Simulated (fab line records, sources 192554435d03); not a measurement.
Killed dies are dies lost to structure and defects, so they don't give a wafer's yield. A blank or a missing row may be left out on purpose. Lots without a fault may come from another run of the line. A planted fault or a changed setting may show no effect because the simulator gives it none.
fab line records | flow n5_finfet | part 1 of 2: steps 1 to 20 of 26
record lots=5 wafers=15 last_day=16
route steps=1938 shown BEOL_M15@1785
lots that met no fault: from a run of the same line without faults
start_h: hours from the record's first day to the start of the lot's first wafer shown | wait_h: hours since the lot's step before | " the same as in the row above | L1.1+2: a row that stands for several wafers | - no value, or no start given | * or withheld: withheld | < > ~ a bound
route shown NAME@n: a module of which the file shows steps, and the number in the route of the first | usual: mean/standard deviation of fault-free wafers | same: alike in all rows | chamber/n: place in a boat | sites: the reading at each site | _std_site: their standard deviation | _edge_site: outer sites' mean less inner sites' | radius_mm: how far each site lies from the wafer's centre | mask NAME#n: copy n | behind: the tool/chamber that last shaped the wafer | hold: why the lot was held/for how many hours/how that ended | device: the transistor (n, p or np) that didn't switch | end of line: the same wafers' tests at the end of the route | a step without rows: its recipe alone | killed: dies lost to structure and defects at the first sort, not the wafer's yield | map: a wafer's dies, x killed, . not, _ none there
set.NAME: the setting as run; set.NAME@STEP: as run at that earlier step | model.NAME: the simulator's own value behind a step, which no gauge read
lots at some steps of the route; a table a step, a row a wafer
services: from which hour (start_h, from the record's first day; less than 0 if before it) a tool's chamber was out of use, for how many hours, and why
## steps
# step N5_BEOL_M15_INSPECT_12
# recipe mode=adi inspect_instrument=macro
# usual raw_defect_count=2.1/1.4
# columns lot.wafer tool chamber start_h wait_h raw_defect_count
L075.1 defect_inspect-02 - 257.77 0.0 3
L075.3 " - " " 2
L075.6 " - " " 5
L080.1 defect_inspect-02 - 308.22 0.0 0
L080.4 " - " " 3
L080.6 " - " " 1
L087.1 defect_inspect-01 - 342.88 0.0 3
L087.4 " - " " 1
L087.6 " - " " 0
L091.3 defect_inspect-01 - 357.79 0.0 0
L091.5 " - " " 3
L091.6 " - " " 2
L092.4 defect_inspect-02 - 363.01 0.0 5
L092.5 " - " " 3
L092.6 " - " " 2
# step N5_BEOL_M15_DESCUM_15
# recipe chemistry=O2 time_s=7.9 source_power_w=50 bias_power_w=20 pressure_mtorr=20 rf_frequency_hz=2.712e+07 temp_c=40 o2_flow_sccm=225
# usual drypump_motor_current_A=5.38/0.26 oes_product_au=0.81/0.096 rf_vpp_V=243.2/1.1 showerhead_plenum_p_Torr=2.10/0.046 throttle_valve_pct=20.36/0.23
# columns lot.wafer tool chamber start_h wait_h drypump_motor_current_A oes_product_au rf_hours_counter_h rf_vpp_V showerhead_plenum_p_Torr throttle_valve_pct
L075.1 rie_diel-05 0 257.82 0.0 5.02 0.96 12 241.9 2.12 20.26
L075.3 " 1 " " 5.47 0.88 48 241.6 2.04 20.07
L075.6 " 3 " " 5.31 0.72 - 242.8 2.07 20.49
L080.1 rie_diel-06 3 308.25 0.0 5.31 0.69 206 243.7 2.08 20.71
L080.4 " 0 " " 5.09 0.71 185 244.0 2.18 20.42
L080.6 " 3 " " 5.31 0.68 - 242.5 2.08 20.72
L087.1 rie_diel-05 3 342.91 0.0 5.30 0.70 213 244.0 2.06 20.52
L087.4 " 1 " " 5.44 0.85 78 241.8 2.03 20.12
L087.6 " 1 " " 5.42 0.85 - 241.1 2.03 20.10
L091.3 rie_diel-06 3 357.82 0.0 5.35 0.67 221 242.3 2.07 20.73
L091.5 " 3 " " 5.36 0.67 - 243.0 2.07 20.72
L091.6 " 2 " " 5.89 0.70 - 241.8 2.07 20.87
L092.4 rie_diel-03 1 363.06 0.0 5.28 0.75 - 245.3 2.20 20.48
L092.5 " 2 " " 5.29 0.88 - 241.9 2.05 20.28
L092.6 " 3 " " 5.16 0.88 - 244.5 2.11 20.25
# step N5_BEOL_M15_ETCH_59
# recipe chemistry=N2/H2 target=BARC target_depth_a=890 overetch_a=267 time_s=67.9 ion_energy_ev=200 pressure_mtorr=30 source_w=840 bias_w=150 n2_flow_sccm=200 h2_flow_sccm=200
# usual drypump_motor_current_A=5.38/0.26 h2_flow_sccm=200.0/0.65 n2_flow_sccm=200.1/0.68 oes_product_au=0.68/0.076 rf_vpp_V=524.0/1.9 showerhead_plenum_p_Torr=2.56/0.062 throttle_valve_pct=17.89/0.28
# columns lot.wafer tool chamber start_h wait_h drypump_motor_current_A h2_flow_sccm n2_flow_sccm oes_product_au rf_hours_counter_h rf_vpp_V showerhead_plenum_p_Torr throttle_valve_pct
L075.1 rie_diel-05 0 257.85 0.0 5.00 199.1 200.3 0.81 12 525.5 2.62 17.93
L075.3 " 1 " " 5.49 200.4 199.2 0.75 48 522.1 2.48 17.47
L075.6 " 3 " " 5.34 199.4 200.5 0.61 - 523.9 2.52 18.04
L080.1 rie_diel-06 3 308.29 0.0 5.32 200.3 200.7 0.59 206 521.6 2.53 18.17
L080.4 " 0 " " 5.11 198.4 199.8 0.60 185 525.4 2.66 17.97
L080.6 " 3 " " 5.31 199.6 200.2 0.59 - 523.4 2.53 18.18
L087.1 rie_diel-05 3 342.95 0.0 5.33 200.7 200.3 0.59 213 522.1 2.51 18.10
L087.4 " 1 " " 5.45 199.4 198.6 0.70 78 521.1 2.47 17.53
L087.6 " 1 " " 5.48 200.0 199.8 0.70 - 522.5 2.47 17.50
L091.3 rie_diel-06 3 357.86 0.0 5.29 201.0 201.2 0.59 221 522.3 2.52 18.23
L091.5 " 3 " " 5.30 200.8 200.9 0.59 - 523.2 2.52 18.21
L091.6 " 2 " " 5.90 199.5 199.8 0.60 - 523.0 2.53 18.59
L092.4 rie_diel-03 1 363.10 0.0 5.32 198.7 200.2 0.64 - 527.2 2.65 17.74
L092.5 " 2 " " 5.25 199.0 200.4 0.75 - 523.8 2.49 17.80
L092.6 " 3 " " 5.11 200.2 200.2 0.74 - 524.8 2.61 17.89
# step N5_BEOL_M15_VIA_ETCH_16
# recipe chemistry=C4F8/O2/Ar target=SiO2 he_inner_torr=15 he_outer_torr=30 target_depth_a=17922 time_s=withheld ion_energy_ev=800 pressure_mtorr=20 source_w=1905 bias_w=2040 Ar_flow_sccm=400 C4F8_flow_sccm=16 O2_flow_sccm=12 ends=cleared
# usual O2_flow_sccm=12.00/0.037 drypump_motor_current_A=5.38/0.27 oes_product_au=0.73/0.085 rf_vpp_V=2228/28 showerhead_plenum_p_Torr=3.45/0.082 throttle_valve_pct=30.86/0.23
# columns lot.wafer tool chamber start_h wait_h O2_flow_sccm drypump_motor_current_A oes_product_au rf_vpp_V showerhead_plenum_p_Torr throttle_valve_pct
L075.1 rie_diel-05 0 257.91 0.0 11.95 5.01 0.85 2201 3.51 30.91
L075.3 " 1 " " 12.02 5.47 0.79 2221 3.35 30.43
L075.6 " 3 " " 11.96 5.34 0.64 2236 3.42 30.96
L080.1 rie_diel-06 3 308.34 0.0 12.00 5.34 0.61 2276 3.41 31.11
L080.4 " 0 " " 12.03 5.08 0.65 2255 3.56 30.77
L080.6 " 3 " " 11.97 5.32 0.61 2280 3.41 31.11
L087.1 rie_diel-05 3 343.00 0.0 12.04 5.34 0.62 2235 3.40 30.99
L087.4 " 1 " " 11.96 5.44 0.76 2218 3.33 30.48
L087.6 " 1 " " 12.00 5.44 0.76 2219 3.33 30.49
L091.3 rie_diel-06 3 357.91 0.0 12.08 5.33 0.62 2278 3.40 31.16
L091.5 " 3 " " 12.03 5.29 0.62 2279 3.40 31.15
L091.6 " 2 " " 11.97 5.91 0.64 2217 3.38 31.21
L092.4 rie_diel-03 1 363.25 0.1 12.07 5.28 0.68 2223 3.62 31.12
L092.5 " 2 " " 11.97 5.28 0.79 2201 3.37 30.71
L092.6 " 3 " " 12.03 5.16 0.79 2292 3.49 30.82
# step N5_BEOL_M15_STRIP_63
# recipe chemistry=O2 power_w=600 temp_c=60 pressure_mtorr=30 rf_frequency_hz=6e+07 bias_power_w=0 overash_fraction=0.3 o2_flow_sccm=225
# usual drypump_motor_current_A=5.38/0.26 oes_product_au=0.81/0.096 rf_vpp_V=3.7/0.82 showerhead_plenum_p_Torr=2.10/0.046 throttle_valve_pct=16.61/0.23
# columns lot.wafer tool chamber start_h wait_h drypump_motor_current_A oes_product_au rf_hours_counter_h rf_vpp_V showerhead_plenum_p_Torr throttle_valve_pct
L075.1 rie_diel-05 0 - - 5.03 0.95 13 2.8 2.12 16.52
L075.3 " 1 " " 5.46 0.88 48 4.0 2.05 16.29
L075.6 " 3 " " 5.31 0.72 - 3.2 2.08 16.76
L080.1 rie_diel-06 3 - - 5.29 0.69 206 4.3 2.08 16.94
L080.4 " 0 " " 5.11 0.71 185 6.4 2.18 16.71
L080.6 " 3 " " 5.33 0.69 - 2.7 2.08 16.95
L087.1 rie_diel-05 3 - - 5.32 0.69 214 3.1 2.07 16.79
L087.4 " 1 " " 5.45 0.84 79 2.9 2.04 16.37
L087.6 " 1 " " 5.46 0.84 - 4.6 2.04 16.36
L091.3 rie_diel-06 3 - - 5.34 0.66 221 3.7 2.08 16.96
L091.5 " 3 " " 5.34 0.67 - 3.9 2.08 16.94
L091.6 " 2 " " 5.90 0.70 - 3.9 2.07 17.14
L092.4 rie_diel-03 1 - - 5.28 0.77 - 5.4 2.20 16.69
L092.5 " 2 " " 5.26 0.88 - 4.1 2.06 16.51
L092.6 " 3 " " 5.11 0.87 - 3.5 2.11 16.49
# step N5_BEOL_M15_STRIP_64
# recipe chemistry=O2 power_w=600 temp_c=60 pressure_mtorr=30 rf_frequency_hz=6e+07 bias_power_w=0 overash_fraction=0.3 o2_flow_sccm=225
# usual drypump_motor_current_A=5.38/0.27 oes_product_au=0.81/0.095 rf_vpp_V=3.7/0.44 showerhead_plenum_p_Torr=2.10/0.046 throttle_valve_pct=16.61/0.23
# columns lot.wafer tool chamber start_h wait_h drypump_motor_current_A oes_product_au rf_hours_counter_h rf_vpp_V showerhead_plenum_p_Torr throttle_valve_pct
L075.1 rie_diel-05 0 - - 5.04 0.97 13 3.7 2.12 16.49
L075.3 " 1 " " 5.47 0.88 48 3.6 2.05 16.31
L075.6 " 3 " " 5.30 0.71 - 3.8 2.08 16.76
L080.1 rie_diel-06 3 - - 5.34 0.68 206 3.0 2.08 16.92
L080.4 " 0 " " 5.09 0.72 185 4.1 2.18 16.71
L080.6 " 3 " " 5.34 0.69 - 3.8 2.08 16.92
L087.1 rie_diel-05 3 - - 5.33 0.69 214 3.8 2.07 16.81
L087.4 " 1 " " 5.47 0.85 79 3.2 2.04 16.35
L087.6 " 1 " " 5.46 0.84 - 3.2 2.04 16.33
L091.3 rie_diel-06 3 - - 5.32 0.67 221 4.2 2.08 16.95
L091.5 " 3 " " 5.32 0.67 - 3.3 2.08 16.95
L091.6 " 2 " " 5.91 0.71 - 4.5 2.07 17.13
L092.4 rie_diel-03 1 - - 5.30 0.75 - 3.5 2.20 16.70
L092.5 " 2 " " 5.28 0.87 - 3.4 2.06 16.51
L092.6 " 3 " " 5.13 0.88 - 4.3 2.12 16.51
# step N5_BEOL_M15_STRIP_65
# recipe chemistry=post_etch_residue_remover time_s=60 temp_c=25 remover_ph=withheld remover_water_wt_pct=withheld remover_fluoride_wt_pct=withheld
# columns lot.wafer tool chamber start_h wait_h
L075.1+3+6 wet_bench-05 7,0,5 258.26 -
L080.1+4+6 wet_bench-03 2,6,3 308.69 -
L087.1+4+6 wet_bench-02 0,5,6 343.35 -
L091.3+5+6 wet_bench-02 5,4,2 358.26 -
L092.4+5+6 wet_bench-05 0,7,3 363.48 -
# step N5_BEOL_M15_SRD_66
# recipe time_s=30 temp_c=23 rinse_liquid=diw dry=n2_spin spin_rpm=1500 dry_time_s=30
# columns lot.wafer tool chamber start_h wait_h
L075.1+3+6 wet_bench-05 7,0,5 258.28 0.0
L080.1+4+6 wet_bench-03 2,6,3 308.71 0.0
L087.1+4+6 wet_bench-02 0,5,6 343.37 0.0
L091.3+5+6 wet_bench-02 5,4,2 358.28 0.0
L092.4+5+6 wet_bench-05 0,7,3 363.50 0.0
# step N5_BEOL_M15_CD_MEAS_17
# recipe target_cd_nm=360 polarity=opening
# usual cd_nm=359.5/1.9
# columns lot.wafer tool chamber start_h wait_h cd_nm
L075.1 cd_sem-01 - 258.32 0.0 358.5
L075.3 " - " " 357.3
L075.6 " - " " 363.7
L080.1 cd_sem-03 - 308.75 0.0 358.5
L080.4 " - " " 362.5
L080.6 " - " " 358.0
L087.1 cd_sem-03 - 343.41 0.0 357.6
L087.4 " - " " 359.9
L087.6 " - " " 361.7
L091.3 cd_sem-03 - 358.32 0.0 360.7
L091.5 " - " " 357.5
L091.6 " - " " 359.0
L092.4 cd_sem-01 - 363.54 0.0 357.7
L092.5 " - " " 358.0
L092.6 " - " " 360.3
# step N5_BEOL_M15_COAT_56
# recipe resist=SOC temp_c=250 time_s=60 spin_rpm=1500 resist_thk_nm=550
# usual heater_power_total_W=500.2/1.8 spin_speed_rpm=1500.1/1
# columns lot.wafer tool chamber start_h wait_h heater_power_total_W spin_speed_rpm
L075.1 litho_track-01 0 258.35 0.0 499.0 1499.3
L075.3 " 0 " " 500.1 1497.5
L075.6 " 0 " " 501.9 1498.1
L080.1 litho_track-01 0 308.79 0.0 502.4 1499.1
L080.4 " 0 " " 503.3 1500.0
L080.6 " 0 " " 502.1 1500.3
L087.1 litho_track-02 0 343.45 0.0 502.2 1500.6
L087.4 " 0 " " 502.3 1500.9
L087.6 " 0 " " 502.1 1500.0
L091.3 litho_track-02 0 358.36 0.0 502.3 1501.0
L091.5 " 0 " " 499.5 1500.5
L091.6 " 0 " " 502.0 1501.8
L092.4 litho_track-05 0 363.59 0.0 497.7 1499.2
L092.5 " 0 " " 502.3 1499.7
L092.6 " 0 " " 498.4 1500.0
# step N5_BEOL_M15_ETCH_57
# recipe chemistry=N2/H2 target=SOC source_w=3000 bias_w=350 time_s=750 ion_energy_ev=200 pressure_mtorr=30 n2_flow_sccm=200 h2_flow_sccm=200
# usual drypump_motor_current_A=5.41/0.28 h2_flow_sccm=200.0/0.7 n2_flow_sccm=200.0/0.63 oes_product_au=0.80/0.096 rf_vpp_V=524.2/1.9 showerhead_plenum_p_Torr=2.56/0.063 throttle_valve_pct=17.78/0.29
# columns lot.wafer tool chamber start_h wait_h drypump_motor_current_A h2_flow_sccm n2_flow_sccm oes_product_au rf_hours_counter_h rf_vpp_V showerhead_plenum_p_Torr throttle_valve_pct
L075.1 rie_diel-05 2 258.42 - 5.71 200.6 201.0 0.90 30 525.2 2.59 17.61
L075.3 " 3 " " 5.31 200.1 200.1 0.72 185 522.1 2.52 17.95
L075.6 " 3 " " 5.31 199.7 200.3 0.71 - 522.6 2.52 17.95
L080.1 rie_diel-03 3 308.86 - 5.15 198.8 200.3 0.91 20 525.7 2.61 17.77
L080.4 " 1 " " 5.29 200.6 200.2 0.78 99 527.5 2.66 17.60
L080.6 " 0 " " 5.93 199.0 200.1 0.69 - 522.8 2.50 17.54
L087.1 rie_diel-06 3 343.73 - 5.31 199.6 199.7 0.68 216 523.2 2.52 18.10
L087.4 " 2 " " 5.89 201.0 199.7 0.71 235 523.6 2.53 18.47
L087.6 " 0 " " 5.09 201.2 199.9 0.71 - 526.5 2.65 17.89
L091.3 rie_diel-03 0 358.42 - 5.95 200.2 200.2 0.68 249 522.8 2.49 17.55
L091.5 " 2 " " 5.29 200.5 199.8 0.88 - 522.6 2.49 17.68
L091.6 " 3 " " 5.14 200.1 199.2 0.87 - 525.0 2.61 17.79
L092.4 rie_diel-06 0 363.64 - 5.10 199.3 198.7 0.70 202 527.0 2.65 17.91
L092.5 " 2 " " 5.91 199.4 199.6 0.69 - 523.3 2.53 18.46
L092.6 " 1 " " 5.46 200.3 200.0 0.85 - 524.3 2.59 17.54
# step N5_BEOL_M15_COAT_60
# recipe resist=BARC temp_c=205 time_s=60 spin_rpm=1500 resist_thk_nm=89
# usual heater_power_total_W=391.7/1.3 spin_speed_rpm=1500.1/0.86
# columns lot.wafer tool chamber start_h wait_h heater_power_total_W spin_speed_rpm
L075.1 litho_track-05 0 258.92 0.3 393.5 1498.3
L075.3 " 0 " " 392.4 1498.4
L075.6 " 0 " " 390.6 1499.6
L080.1 litho_track-01 0 309.36 0.3 390.4 1501.0
L080.4 " 0 " " 390.1 1500.6
L080.6 " 0 " " 391.6 1500.4
L087.1 litho_track-02 0 344.23 0.3 389.6 1499.8
L087.4 " 0 " " 389.7 1500.6
L087.6 " 0 " " 390.1 1499.6
L091.3 litho_track-02 0 358.92 0.3 394.0 1501.4
L091.5 " 0 " " 391.8 1498.5
L091.6 " 0 " " 392.9 1500.1
L092.4 litho_track-02 0 364.14 0.3 391.5 1500.4
L092.5 " 0 " " 393.4 1499.7
L092.6 " 0 " " 392.8 1499.1
# step N5_BEOL_M15_COAT_22
# recipe spin_rpm=1704 resist_thk_nm=800
# usual spin_speed_rpm=1704.0/1.2
# columns lot.wafer tool chamber start_h wait_h spin_speed_rpm
L075.1 litho_track-05 0 - - 1703.2
L075.3 " 0 " " 1704.6
L075.6 " 0 " " 1703.8
L080.1 litho_track-01 0 - - 1704.2
L080.4 " 0 " " 1703.3
L080.6 " 0 " " 1703.7
L087.1 litho_track-02 0 - - 1702.7
L087.4 " 0 " " 1704.4
L087.6 " 0 " " 1703.4
L091.3 litho_track-02 0 - - 1702.7
L091.5 " 0 " " 1702.5
L091.6 " 0 " " 1703.6
L092.4 litho_track-02 0 - - 1703.0
L092.5 " 0 " " 1704.7
L092.6 " 0 " " 1705.0
# step N5_BEOL_M15_EBR_24
# recipe solvent=PGMEA ebr_width_mm=1.5
# same ebr_width_mm=1.5
# columns lot.wafer tool chamber start_h wait_h
L075.1+3+6 litho_track-05 0 - -
L080.1+4+6 litho_track-01 0 - -
L087.1+4+6 litho_track-02 0 - -
L091.3+5+6 litho_track-02 0 - -
L092.4+5+6 litho_track-02 0 - -
# step N5_BEOL_M15_SOFTBAKE_23
# recipe temp_c=130 time_s=60
# usual heater_power_total_W=218.7/1.6
# columns lot.wafer tool chamber start_h wait_h heater_power_total_W
L075.1 litho_track-05 0 - - 220.1
L075.3 " 0 " " 218.0
L075.6 " 0 " " 219.3
L080.1 litho_track-01 0 - - 217.0
L080.4 " 0 " " 218.8
L080.6 " 0 " " 221.0
L087.1 litho_track-02 0 - - 218.3
L087.4 " 0 " " 219.8
L087.6 " 0 " " 216.4
L091.3 litho_track-02 0 - - 216.5
L091.5 " 0 " " 219.3
L091.6 " 0 " " 218.8
L092.4 litho_track-02 0 - - 220.7
L092.5 " 0 " " 216.6
L092.6 " 0 " " 216.9
# step N5_BEOL_M15_EXPOSE_25
# recipe mask_id=M15 na=0.8 source_shape=annular sigma_inner=0.5 sigma_outer=0.8 polarization=unpolarized target_cd_nm=400 dose_mj=35.5
# columns lot.wafer tool chamber start_h wait_h mask
L075.1+3+6 krf_scanner-01 0 259.02 - M15#0
L080.1+4+6 krf_scanner-01 0 309.46 - M15#0
L087.1+4+6 krf_scanner-02 0 344.33 - M15#0
L091.3+5+6 krf_scanner-01 0 359.16 - M15#0
L092.4+5+6 krf_scanner-02 0 364.38 - M15#0
# step N5_BEOL_M15_PEB_26
# recipe peb_temp_c=130 peb_time_s=90
# usual heater_power_total_W=172.5/0.82
# columns lot.wafer tool chamber start_h wait_h heater_power_total_W
L075.1 litho_track-02 0 259.08 0.1 171.8
L075.3 " 0 " " 171.1
L075.6 " 0 " " 173.1
L080.1 litho_track-01 0 309.51 0.1 173.2
L080.4 " 0 " " 173.6
L080.6 " 0 " " 172.4
L087.1 litho_track-02 0 344.38 0.1 173.8
L087.4 " 0 " " 172.9
L087.6 " 0 " " 173.3
L091.3 litho_track-02 0 359.20 0.0 171.2
L091.5 " 0 " " 173.6
L091.6 " 0 " " 171.6
L092.4 litho_track-02 0 364.43 0.0 173.7
L092.5 " 0 " " 172.3
L092.6 " 0 " " 172.2
# step N5_BEOL_M15_DEVELOP_27
# recipe develop_time_s=45 rinse_liquid=diw dry=air_spin dev_temp_c=21
# columns lot.wafer tool chamber start_h wait_h
L075.1+3+6 litho_track-02 0 - -
L080.1+4+6 litho_track-01 0 - -
L087.1+4+6 litho_track-02 0 - -
L091.3+5+6 litho_track-02 0 - -
L092.4+5+6 litho_track-02 0 - -
# step N5_BEOL_M15_HARDBAKE_32
# recipe temp_c=130 time_s=120
# usual heater_power_total_W=148.1/0.93
# columns lot.wafer tool chamber start_h wait_h heater_power_total_W
L075.1 litho_track-02 0 - - 148.2
L075.3 " 0 " " 147.9
L075.6 " 0 " " 146.3
L080.1 litho_track-01 0 - - 146.8
L080.4 " 0 " " 148.9
L080.6 " 0 " " 149.1
L087.1 litho_track-02 0 - - 148.9
L087.4 " 0 " " 146.3
L087.6 " 0 " " 146.6
L091.3 litho_track-02 0 - - 147.2
L091.5 " 0 " " 148.9
L091.6 " 0 " " 149.3
L092.4 litho_track-02 0 - - 149.2
L092.5 " 0 " " 148.9
L092.6 " 0 " " 147.2
# step N5_BEOL_M15_CD_MEAS_28
# recipe target_cd_nm=407.6 landing_energy_ev=500 detector=se_inlens
# usual cd_nm=406.8/2.2
# columns lot.wafer tool chamber start_h wait_h cd_nm
L075.1 cd_sem-03 0 259.19 - 405.9
L075.3 " 0 " " 406.1
L075.6 " 0 " " 404.9
L080.1 cd_sem-02 0 309.63 - 404.4
L080.4 " 0 " " 402.8
L080.6 " 0 " " 403.1
L087.1 cd_sem-02 0 344.50 - 407.5
L087.4 " 0 " " 408.1
L087.6 " 0 " " 408.5
L091.3 cd_sem-01 0 359.32 - 404.8
L091.5 " 0 " " 403.3
L091.6 " 0 " " 406.4
L092.4 cd_sem-02 0 364.54 - 410.4
L092.5 " 0 " " 412.2
L092.6 " 0 " " 410.1
